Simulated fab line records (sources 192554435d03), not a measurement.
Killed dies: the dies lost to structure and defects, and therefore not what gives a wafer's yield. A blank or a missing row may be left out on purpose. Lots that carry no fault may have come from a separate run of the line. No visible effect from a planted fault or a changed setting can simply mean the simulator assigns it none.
fab line records	flow n5_finfet
record lots=6	wafers=18	last_day=18
route steps=1938 shown FIN_SAQP@119 PASSIVATION@1936
lots with no fault: from the same line, run without faults
start_h: start of the lot's first displayed wafer, in hours after the record's first day	wait_h: hours elapsed since this lot's preceding step	" repeats the value in the row above	L1.1+2: a single row standing in for several wafers	- no value present, or no start provided	* or withheld: withheld	< > ~ a bound
route shown NAME@n: a module of which the file shows steps, and the number in the route of the first	usual: average and standard deviation across the fault-free wafers	same: alike in all rows	chamber/n: place in a boat	sites: each site's reading	_std_site: standard deviation across them	_edge_site: mean of outer sites minus mean of inner sites	radius_mm: how far each site lies from the wafer's centre	mask NAME#n: copy n	behind: the last tool/chamber to shape the wafer	hold: the reason the lot was held/the length of the hold in hours/how it ended	device: the n, p or np transistor that did not switch	end of line: the route-end tests of the same wafers	a step given without rows: its recipe and nothing more	killed: the dies lost at the first sort to structure and to defects; this is not the yield of the wafer	map: the dies of a wafer, with x for killed, . for not killed, _ for no die there
set.NAME: the setting the step ran with; set.NAME@STEP: the setting that earlier step ran with	model.NAME: the simulator's own value behind a step, which no gauge read
certain route steps with their lots: each step a table, each wafer a row
services: when a tool's chamber went out of use (start_h, in hours from the record's first day, below 0 if earlier), for how many hours, and the reason
## steps
# step N5_FIN_SAQP_STRIP_74
# recipe chemistry=CHF3/O2	resist=SiARC	rf_frequency_hz=6e+07
# step N5_FIN_SAQP_MANDREL_ETCH_22
# recipe target_depth_a=600	chemistry=HBr/Cl2	target=a-Si	stop_on=SiNx	bt_time_s=10	over_etch_frac=0.5	time_s=30	pressure_mtorr=10	icp_w=800	bias_w=75	HBr_flow_sccm=150	Cl2_flow_sccm=80	ends=end_point
# step N5_FIN_SAQP_STRIP_55
# recipe chemistry=N2/H2	power_w=500	temp_c=40	pressure_mtorr=50	rf_frequency_hz=6e+07	overash_fraction=0.3	bias_power_w=28	h2_frac=0.5	n2_flow_sccm=300	h2_flow_sccm=300
# usual chamber_pressure_mTorr=50.01/0.076	drypump_motor_current_A=5.7/0.42	oes_product_au=0.74/0.083	rf_vpp_V=121.9/1.5	showerhead_plenum_p_Torr=3.38/0.12	throttle_valve_pct=19.0/0.4
lot.wafer	tool	chamber	start_h	wait_h	chamber_pressure_mTorr	drypump_motor_current_A	oes_product_au	rf_hours_counter_h	rf_vpp_V	showerhead_plenum_p_Torr	throttle_valve_pct
L216.1	rie_diel-02	0	29.83	0.1	49.84	6.2	0.73	157	122.6	3.24	18.6
L216.3	"	1	"	"	49.86	6.0	0.70	217	123.6	3.48	19.4
L216.4	"	2	"	"	50.08	5.6	0.73	183	121.4	3.36	19.2
L224.2	rie_diel-04	2	77.19	0.1	49.95	5.3	0.71	196	122.6	3.36	19.7
L224.4	"	1	"	"	49.88	5.5	0.72	191	123.8	3.48	18.7
L224.5	"	1	"	"	49.82	5.5	0.72	-	126.6	3.48	18.7
L230.2	rie_diel-05	2	112.26	0.1	49.96	5.5	0.78	149	120.5	3.09	18.6
L230.5	"	2	"	"	50.12	5.5	0.77	-	120.6	3.09	18.6
L230.6	"	1	"	"	49.99	6.2	0.79	-	124.4	3.49	18.8
L231.1	rie_diel-05	2	118.03	0.1	49.94	5.5	0.77	150	119.2	3.09	18.6
L231.4	"	1	"	"	50.03	6.1	0.78	-	122.3	3.49	18.8
L231.6	"	2	"	"	50.11	5.5	0.77	-	118.6	3.09	18.6
L234.2	rie_diel-02	3	136.83	0.1	49.96	6.6	0.70	195	122.7	3.34	19.3
L234.3	"	0	"	"	49.99	6.2	0.69	195	122.4	3.21	18.7
L234.5	"	0	"	"	50.14	6.2	0.68	-	116.0	3.22	18.7
L238.1	rie_diel-05	2	159.73	0.1	50.01	5.5	0.76	166	120.6	3.08	18.7
L238.3	"	1	"	"	50.02	6.2	0.77	150	124.6	3.48	18.8
L238.6	"	3	"	"	49.91	5.6	0.92	-	121.1	3.30	19.5
# step N5_FIN_SAQP_STRIP_23
# recipe chemistry=SPM	time_s=750	temp_c=130	h2so4_h2o2_vol_ratio=4
# step N5_FIN_SAQP_SRD_66
# recipe dry=ipa_marangoni	time_s=30	temp_c=23	rinse_liquid=diw
# step N5_FIN_SAQP_RECESS_75
# recipe chemistry=HF/NH3	target=SiO2	target_depth_a=144	afs_cycles=3	temp_c=30	sublimation_temp_c=180	sublimation_time_s=60
# usual drypump_motor_current_A=5.83/0.14
lot.wafer	tool	chamber	start_h	wait_h	drypump_motor_current_A
L216.1	vapor_etch-02	0	30.16	0.0	5.82
L216.3	"	0	"	"	5.81
L216.4	"	1	"	"	5.72
L224.2	vapor_etch-02	1	77.51	0.0	5.71
L224.4	"	0	"	"	5.83
L224.5	"	0	"	"	5.81
L230.2	vapor_etch-02	0	112.58	0.0	5.82
L230.5	"	1	"	"	5.70
L230.6	"	0	"	"	5.82
L231.1	vapor_etch-02	1	118.35	0.0	5.70
L231.4	"	1	"	"	5.71
L231.6	"	1	"	"	5.68
L234.2	vapor_etch-02	1	137.15	0.0	5.69
L234.3	"	0	"	"	5.84
L234.5	"	0	"	"	5.83
L238.1	vapor_etch-02	0	160.09	0.0	5.83
L238.3	"	1	"	"	5.69
L238.6	"	1	"	"	5.68
# step N5_FIN_SAQP_SPACER1_ALD_24
# recipe material=SiO2	target_thk_a=203	temp_c=300	ald_precursor_family=BDEAS	ald_co_reactant=O2-plasma	pulse_time_s=1	purge_time_s=2	co_reactant_purge_time_s=2	ald_cycles=218	pressure_torr=2
# usual heater_power_w=491/49	precursor_pulse_height_rel=0.999/0.019
# same ald_cycles=218
lot.wafer	tool	chamber	start_h	wait_h	heater_power_w	precursor_pulse_height_rel
L216.1	ald_sin-01	0	30.54	0.3	557	0.991
L216.3	"	2	"	"	532	1.020
L216.4	"	2	"	"	525	0.975
L224.2	ald_sin-01	2	78.04	0.4	535	1.046
L224.4	"	3	"	"	439	0.981
L224.5	"	2	"	"	551	1.019
L230.2	ald_sin-03	2	112.97	0.3	484	1.001
L230.5	"	2	"	"	503	0.980
L230.6	"	1	"	"	403	1.031
L231.1	ald_sin-03	2	118.74	0.3	492	0.997
L231.4	"	0	"	"	499	1.009
L231.6	"	2	"	"	500	1.009
L234.2	ald_sin-01	2	137.54	0.3	536	0.987
L234.3	"	3	"	"	416	1.027
L234.5	"	2	"	"	532	0.999
L238.1	ald_sin-03	2	160.47	0.3	490	0.962
L238.3	"	0	"	"	490	1.022
L238.6	"	1	"	"	420	1.033
# step N5_FIN_SAQP_SPACER1_ETCHBACK_25
# recipe chemistry=CHF3/O2	mode=anisotropic_etchback	target=SiO2	target_depth_a=244	time_s=12.2	pressure_mtorr=30	source_w=650	bias_w=170	Ar_flow_sccm=200	CHF3_flow_sccm=50	O2_flow_sccm=5	ion_energy_ev=200
# step N5_FIN_SAQP_MANDREL1_REMOVE_56
# recipe chemistry=HBr/Cl2/O2	bt_time_s=10	target=a-Si	stop_on=SiNx	endpoint=OES-SiCl	over_etch_frac=1	icp_w=600	bias_w=22	HBr_flow_sccm=150	Cl2_flow_sccm=80	O2_flow_sccm=5	pressure_mtorr=10
# step N5_FIN_SAQP_CD_MEAS_27
# recipe target_cd_nm=20	landing_energy_ev=1000	detector=se_inlens	polarity=line
# usual cd_nm=20.23/0.26
lot.wafer	tool	chamber	start_h	wait_h	cd_nm
L216.1	cd_sem-02	0	31.46	0.1	19.95
L216.3	"	0	"	"	20.41
L216.4	"	0	"	"	20.28
L224.2	cd_sem-03	0	78.96	0.1	20.18
L224.4	"	0	"	"	20.35
L224.5	"	0	"	"	20.12
L230.2	cd_sem-02	0	113.90	0.1	20.37
L230.5	"	0	"	"	20.00
L230.6	"	0	"	"	19.94
L231.1	cd_sem-02	0	119.65	0.1	20.34
L231.4	"	0	"	"	19.93
L231.6	"	0	"	"	20.19
L234.2	cd_sem-01	0	138.46	0.1	20.47
L234.3	"	0	"	"	20.04
L234.5	"	0	"	"	20.14
L238.1	cd_sem-02	0	161.39	0.1	19.96
L238.3	"	0	"	"	20.18
L238.6	"	0	"	"	19.99
# step N5_FIN_SAQP_ETCH_57
# recipe chemistry=CH3F/O2	target=SiNx	mask_material=SiO2	target_depth_a=325	time_s=46.4	pressure_mtorr=30	source_w=395	bias_w=73	Ar_flow_sccm=150	CH3F_flow_sccm=30	O2_flow_sccm=20	ion_energy_ev=120	ends=cleared
# usual O2_flow_sccm=20.01/0.062	chamber_pressure_mTorr=29.998/0.028	drypump_motor_current_A=5.7/0.39	etch_rf_on_time_s=46.9/1.2	oes_product_au=0.63/0.066	rf_fwd_power_W=388.8/1.8	rf_vpp_V=292/7.7	showerhead_plenum_p_Torr=2.01/0.076	throttle_valve_pct=16.30/0.16
lot.wafer	tool	chamber	start_h	wait_h	O2_flow_sccm	chamber_pressure_mTorr	drypump_motor_current_A	etch_rf_on_time_s	oes_product_au	rf_fwd_power_W	rf_hours_counter_h	rf_vpp_V	showerhead_plenum_p_Torr	throttle_valve_pct
L216.1	rie_diel-04	2	31.50	0.0	20.03	29.981	5.3	47.0	0.61	389.0	177	289	1.99	16.49
L216.3	"	3	"	"	19.97	29.985	6.0	46.9	0.58	389.7	214	301	1.98	16.20
L216.4	"	1	"	"	20.05	29.975	5.4	46.7	0.62	389.3	-	294	2.09	16.13
L224.2	rie_diel-02	1	79.09	0.1	20.00	29.949	5.9	47.2	0.59	391.7	233	305	2.04	16.32
L224.4	"	2	"	"	20.10	30.005	5.6	46.2	0.61	389.3	201	282	1.98	16.46
L224.5	"	2	"	"	20.02	30.012	5.6	45.5	0.62	389.0	-	283	1.98	16.46
L230.2	rie_diel-04	1	113.95	0.0	20.04	29.996	5.5	46.1	0.60	390.4	198	294	2.08	16.17
L230.5	"	3	"	"	20.01	30.021	6.0	49.8	0.55	390.2	-	302	1.97	16.28
L230.6	"	0	"	"	20.06	29.974	5.6	46.7	0.77	387.6	-	300	2.12	16.18
L231.1	rie_diel-02	1	119.70	0.0	19.98	30.010	5.9	47.3	0.58	391.0	247	305	2.04	16.32
L231.4	"	0	"	"	19.95	29.984	6.2	48.0	0.60	391.3	188	283	1.92	16.24
L231.6	"	3	"	"	20.15	29.973	6.5	48.8	0.60	385.9	-	289	2.00	16.21
L234.2	rie_diel-04	0	138.60	0.1	20.02	30.021	5.6	45.3	0.77	387.8	32	300	2.12	16.21
L234.3	"	2	"	"	19.98	30.026	5.3	46.7	0.59	388.5	222	289	1.98	16.57
L234.5	"	1	"	"	20.02	29.952	5.5	46.8	0.60	390.6	-	293	2.07	16.20
L238.1	rie_diel-05	1	161.44	0.1	20.07	29.941	6.2	46.2	0.65	388.5	151	297	2.07	16.37
L238.3	"	3	"	"	20.03	30.008	5.5	43.4	0.81	388.4	16	290	1.98	16.45
L238.6	"	2	"	"	20.02	29.974	5.5	46.0	0.62	389.6	-	296	1.82	16.19
# step N5_FIN_SAQP_ETCH_65
# recipe chemistry=CF4	target=SiO2	target_depth_a=40	ion_energy_ev=350	time_s=4.4	pressure_mtorr=10	icp_w=800	bias_w=400	cf4_flow_sccm=80
# step N5_FIN_SAQP_MANDREL_ETCH_58
# recipe chemistry=HBr/Cl2	target=a-Si	target_depth_a=450	bt_time_s=10	stop_on=SiNx	mask_material=SiO2	over_etch_frac=0.8	time_s=27	pressure_mtorr=10	icp_w=800	bias_w=75	HBr_flow_sccm=150	Cl2_flow_sccm=80	ends=end_point
# usual chamber_pressure_mTorr=10.000/0.0086	drypump_motor_current_A=5.6/0.44	he_backside_leak_sccm=2.7/0.31	oes_product_au=0.695/0.013	rf_fwd_power_W=794.8/2.9	throttle_valve_pct=35.6/0.43
lot.wafer	tool	chamber	start_h	wait_h	chamber_pressure_mTorr	drypump_motor_current_A	he_backside_leak_sccm	oes_product_au	rf_fwd_power_W	rf_hours_counter_h	throttle_valve_pct
L216.1	rie_si-05	3	31.64	0.0	10.018	5.4	2.9	0.692	796.2	124	35.9
L216.3	"	0	"	"	10.015	5.3	2.6	0.700	794.8	58	35.6
L216.4	"	2	"	"	9.996	6.4	2.5	0.707	796.8	141	35.5
L224.2	rie_si-03	0	79.23	0.0	10.000	5.7	2.3	0.696	796.5	91	36.0
L224.4	"	2	"	"	10.009	6.0	2.8	0.715	797.4	19	36.0
L224.5	"	1	"	"	9.997	5.1	2.8	0.685	790.9	-	35.1
L230.2	rie_si-03	2	114.09	0.0	9.996	6.1	2.6	0.713	316.9	19	36.0
L230.5	"	0	"	"	9.994	5.7	2.4	0.688	314.3	-	36.0
L230.6	"	1	"	"	10.001	5.1	2.8	0.682	307.4	-	35.1
L231.1	rie_si-05	2	119.84	0.0	9.995	6.4	2.5	0.691	797.2	143	35.6
L231.4	"	0	"	"	9.988	5.3	2.5	0.698	792.1	59	35.6
L231.6	"	3	"	"	10.002	5.3	2.9	0.696	798.6	-	35.9
L234.2	rie_si-03	0	138.75	0.0	9.998	5.7	2.3	0.676	315.7	92	36.1
L234.3	"	2	"	"	9.992	6.0	2.7	0.713	314.7	20	36.0
L234.5	"	1	"	"	10.007	5.1	2.9	0.688	310.6	-	35.1
L238.1	rie_si-05	1	161.58	0.0	9.983	5.7	2.7	0.690	789.2	56	35.5
L238.3	"	2	"	"	10.012	6.4	2.5	0.691	795.6	144	35.6
L238.6	"	3	"	"	9.992	5.3	2.9	0.695	794.5	-	35.9
# step N5_FIN_SAQP_RECESS_63
# recipe chemistry=HF/NH3	target=SiO2	target_depth_a=180	afs_cycles=3	temp_c=30	sublimation_temp_c=180	sublimation_time_s=60
# usual drypump_motor_current_A=5.85/0.15
lot.wafer	tool	chamber	start_h	wait_h	drypump_motor_current_A
L216.1	vapor_etch-02	1	31.73	0.1	5.72
L216.3	"	1	"	"	5.71
L216.4	"	0	"	"	5.82
L224.2	vapor_etch-01	0	79.31	0.1	5.78
L224.4	"	0	"	"	5.76
L224.5	"	0	"	"	5.78
L230.2	vapor_etch-02	0	114.17	0.1	5.82
L230.5	"	0	"	"	5.82
L230.6	"	1	"	"	5.70
L231.1	vapor_etch-02	1	119.92	0.1	5.71
L231.4	"	0	"	"	5.84
L231.6	"	1	"	"	5.70
L234.2	vapor_etch-01	0	138.83	0.1	5.72
L234.3	"	0	"	"	5.73
L234.5	"	0	"	"	5.77
L238.1	vapor_etch-02	0	161.66	0.1	5.82
L238.3	"	1	"	"	5.71
L238.6	"	1	"	"	5.72
# step N5_PASSIVATION_PROBE_49
# usual killed_at_M0_to_M3=34/11	killed_at_M4_up=13/5.2	killed_at_contacts=13/6.3	killed_at_front_end=40/14	killed_at_other=3.2/2.4	killed_dies=104/19	killed_open=69/14	killed_short=32/7.5
# same gross_dies=1180	killed_at_back_side=0
lot.wafer	tool	chamber	start_h	wait_h	killed_at_M0_to_M3	killed_at_M4_up	killed_at_contacts	killed_at_front_end	killed_at_other	killed_dies	killed_open	killed_short
L224.2	prober-02	-	319.90	0.1	47	11	16	27	3	104	71	33
L224.4	prober-02	-	320.00	0.2	39	17	13	35	3	107	82	23
L224.5	prober-02	-	320.05	0.2	30	19	18	31	4	102	71	27
L231.1	prober-01	-	384.97	0.0	53	20	7	56	2	138	94	43
L231.4	prober-01	-	385.12	0.2	51	11	14	44	4	124	77	46
L231.6	prober-01	-	385.22	0.3	61	4	18	50	7	140	91	46
L234.2	prober-02	-	387.42	0.1	29	12	12	32	3	88	58	26
L234.3	prober-02	-	387.47	0.1	38	15	12	28	3	96	63	32
L234.5	prober-02	-	387.57	0.2	33	12	3	25	0	73	46	23
L238.1	prober-01	-	421.55	0.0	43	17	4	45	2	111	65	43
L238.3	prober-01	-	421.65	0.1	37	11	14	27	2	91	54	37
L238.6	prober-01	-	421.80	0.3	36	18	7	48	2	111	73	34
# killed by level:class
L224.2 BEOL_M2:geometric_particle:open=12 MOL_CONTACT_COAG:geometric_particle:open=11 BEOL_M3:geometric_particle:open=8 BEOL_M4:geometric_particle:open=6 DUMMY_GATE:geometric_particle:open=6 BEOL_M0:geometric_particle:open=6 FIN_SAQP:geometric_particle:open=5 MOL_CONTACT_COAG:geometric_particle:short=5
L224.4 BEOL_M2:geometric_particle:open=16 FIN_SAQP:geometric_particle:open=10 MOL_CONTACT_COAG:geometric_particle:open=10 STI_FIN_REVEAL:geometric_particle:open=7 DUMMY_GATE:geometric_particle:open=5 BEOL_M0_SAQP:geometric_particle:open=5 BEOL_M3:geometric_particle:open=5 BEOL_M4:geometric_particle:open=5
L224.5 MOL_CONTACT_COAG:geometric_particle:open=16 BEOL_M2:geometric_particle:open=7 BEOL_M1:geometric_particle:open=6 DUMMY_GATE:geometric_particle:open=6 BEOL_M4:geometric_particle:open=6 FIN_SAQP:geometric_particle:open=5 FIN_SAQP:geometric_particle:short=5 BEOL_M3:geometric_particle:open=5
L231.1 FIN_SAQP:geometric_particle:open=20 BEOL_M0_SAQP:geometric_particle:open=16 BEOL_M0_SAQP:geometric_particle:short=12 FIN_SAQP:geometric_particle:short=11 BEOL_M4:geometric_particle:open=11 BEOL_M1:geometric_particle:open=10 GATE_CUT:geometric_particle:short=8 BEOL_M3:geometric_particle:open=8
L231.4 BEOL_M3:geometric_particle:open=15 FIN_SAQP:geometric_particle:open=14 BEOL_M0_SAQP:geometric_particle:open=13 MOL_CONTACT_COAG:geometric_particle:open=10 FIN_SAQP:geometric_particle:short=8 BEOL_M2:geometric_particle:short=7 BEOL_M0_SAQP:geometric_particle:short=6 BEOL_M3:geometric_particle:short=5
L231.6 FIN_SAQP:geometric_particle:open=17 BEOL_M3:geometric_particle:open=16 BEOL_M0_SAQP:geometric_particle:open=13 MOL_CONTACT_COAG:geometric_particle:open=12 FIN_SAQP:geometric_particle:short=11 BEOL_M0_SAQP:geometric_particle:short=11 BEOL_M1:geometric_particle:open=7 MOL_CONTACT_COAG:geometric_particle:short=6
L234.2 MOL_CONTACT_COAG:geometric_particle:open=8 DUMMY_GATE:geometric_particle:open=7 BEOL_M1:geometric_particle:open=7 BEOL_M3:geometric_particle:open=7 BEOL_M0_SAQP:geometric_particle:open=5 STARTING-WAFER:geometric_particle:open=5 STI_FIN_REVEAL:geometric_particle:open=4 MOL_CONTACT_COAG:geometric_particle:short=4
L234.3 STI_FIN_REVEAL:geometric_particle:open=11 BEOL_M0_SAQP:geometric_particle:short=11 MOL_CONTACT_COAG:geometric_particle:open=10 BEOL_M0_SAQP:geometric_particle:open=7 BEOL_M1:geometric_particle:open=6 BEOL_M3:geometric_particle:open=5 BEOL_M1:geometric_particle:short=4 BEOL_M2:geometric_particle:open=4
L234.5 BEOL_M0_SAQP:geometric_particle:open=8 FIN_SAQP:geometric_particle:short=6 BEOL_M1:geometric_particle:open=6 BEOL_M0_SAQP:geometric_particle:short=4 BEOL_M3:geometric_particle:open=4 FIN_SAQP:geometric_particle:open=3 STI_FIN_REVEAL:geometric_particle:open=3 DUMMY_GATE:geometric_particle:open=3
L238.1 FIN_SAQP:geometric_particle:short=14 FIN_SAQP:geometric_particle:open=14 BEOL_M2:geometric_particle:open=9 BEOL_M0_SAQP:geometric_particle:short=9 STI_FIN_REVEAL:geometric_particle:open=6 BEOL_M0_SAQP:geometric_particle:open=6 BEOL_M3:geometric_particle:open=6 BEOL_M1:geometric_particle:open=4
L238.3 FIN_SAQP:geometric_particle:short=11 MOL_CONTACT_COAG:geometric_particle:open=10 BEOL_M0_SAQP:geometric_particle:short=8 FIN_SAQP:geometric_particle:open=7 BEOL_M0_SAQP:geometric_particle:open=7 BEOL_M2:geometric_particle:open=7 MOL_CONTACT_COAG:geometric_particle:short=4 BEOL_M2:geometric_particle:short=4
L238.6 FIN_SAQP:geometric_particle:open=23 BEOL_M0_SAQP:geometric_particle:open=14 FIN_SAQP:geometric_particle:short=10 BEOL_M0_SAQP:geometric_particle:short=9 STI_FIN_REVEAL:geometric_particle:open=6 MOL_CONTACT_COAG:geometric_particle:open=4 BEOL_M4:geometric_particle:open=4 BEOL_M1:geometric_particle:open=4
## services
tool	chamber	start_h	hours	kind
rie_diel-04	1	6.90	4.8	repair
rie_si-03	-	11.05	0.1	repair
rie_diel-04	0	21.89	-	clean
rie_diel-04	0	21.89	-	consumable_replace:focus_ring
rie_diel-04	0	21.89	-	consumable_replace:showerhead
rie_diel-04	0	21.89	32.3	scheduled_down
rie_diel-04	0	21.89	32.3	vent_cycle
rie_diel-05	-	46.75	2.8	pm
rie_diel-02	-	63.88	0.1	repair
rie_diel-04	1	84.16	5.7	repair
ald_sin-01	-	85.29	14.0	pm
rie_diel-05	3	98.30	-	clean
rie_diel-05	3	98.30	-	consumable_replace:focus_ring
rie_diel-05	3	98.30	19.9	scheduled_down
rie_diel-05	3	98.30	19.9	vent_cycle
rie_si-03	0	104.55	5.4	repair
rie_si-05	-	107.59	2.8	pm
rie_diel-04	3	117.89	-	clean
rie_diel-04	3	117.89	-	consumable_replace:focus_ring
rie_diel-05	0	132.26	-	clean
rie_diel-05	0	132.26	-	consumable_replace:focus_ring
rie_diel-05	-	138.50	4.3	pm
rie_si-05	1	140.86	2.5	repair
rie_diel-04	3	143.18	13.8	repair
## key
first_sign step=N5_FIN_SAQP_MANDREL_ETCH_58	reading=rf_fwd_power_W	direction=down	sigmas=99+	usual=*	struck=*
effect none on later readings
met_at N5_FIN_SAQP_MANDREL_ETCH_58
struck_wafers L230.2,L230.5,L230.6,L234.2,L234.3,L234.5
tester_left_out L230,L234
onset_between 79.23 114.09
fault kind=process_parameter_drift	tool=rie_si-03	chamber=-	onset_h=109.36	steps=N5_FIN_SAQP_MANDREL_ETCH_58	channel=icp_w	offset=-480	shape=step	end_h=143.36	acts_in=these_recipes_only	stated=800
# tester_left_out: of these lots the tester's yield and bins aren't shown, on N5 and GAA mostly nor the transistor test; their killed dies are dies lost to structure and defects alone, not to doping, threshold or leakage, so they don't give the yield
